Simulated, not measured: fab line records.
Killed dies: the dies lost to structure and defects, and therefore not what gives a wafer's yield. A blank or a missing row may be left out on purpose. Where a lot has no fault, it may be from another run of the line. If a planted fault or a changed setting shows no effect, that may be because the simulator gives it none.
Matching of chambers ; flow nandHarc ; 3 sister chambers for NHARC_A_CONTACT_DEP_29 on pecvd-01
The step deposits SiON, target thk 100 nm. 3 wafers are shown with their chamber, then 8 later ones without.

WAFERS, EACH WITH ITS CHAMBER
wafer;chamber;heaterPowerW (W)
L086.2;1;829
L086.6;0;578
L088.1;2;709

WAFERS WHOSE CHAMBER IS MISSING
wafer;heaterPowerW (W)
L088.2;900
L088.4;705
L091.1;697
L091.4;665
L091.6;705
L095.2;602
L095.4;693
L095.5;858

CHAMBER TAKEN BY EACH
wafer;from the rows above;in truth
L088.2;1;1
L088.4;2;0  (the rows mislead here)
L091.1;2;2
L091.4;can't be placed: 2 or 0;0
L091.6;2;2
L095.2;0;0
L095.4;2;2
L095.5;1;1
Placed correctly: 6 of 8. Cannot be placed on the basis of these rows: 1; the candidates contain the true chamber in 1. Wrongly placed: 1.
How it was worked out, from the rows above alone: a wafer's distance from a chamber is the root of the sum, over the readings, of the square of ((its reading less the chamber's mean) divided by the reading's scatter). If the next closest chamber is less than 2 further off than the closest, the wafer can't be placed; otherwise it belongs to the closest. For every chamber, the mean is computed from those of its wafers that are shown. The scatter: root of mean squared gap, hidden wafer to nearest shown wafer, with one shown wafer a chamber.
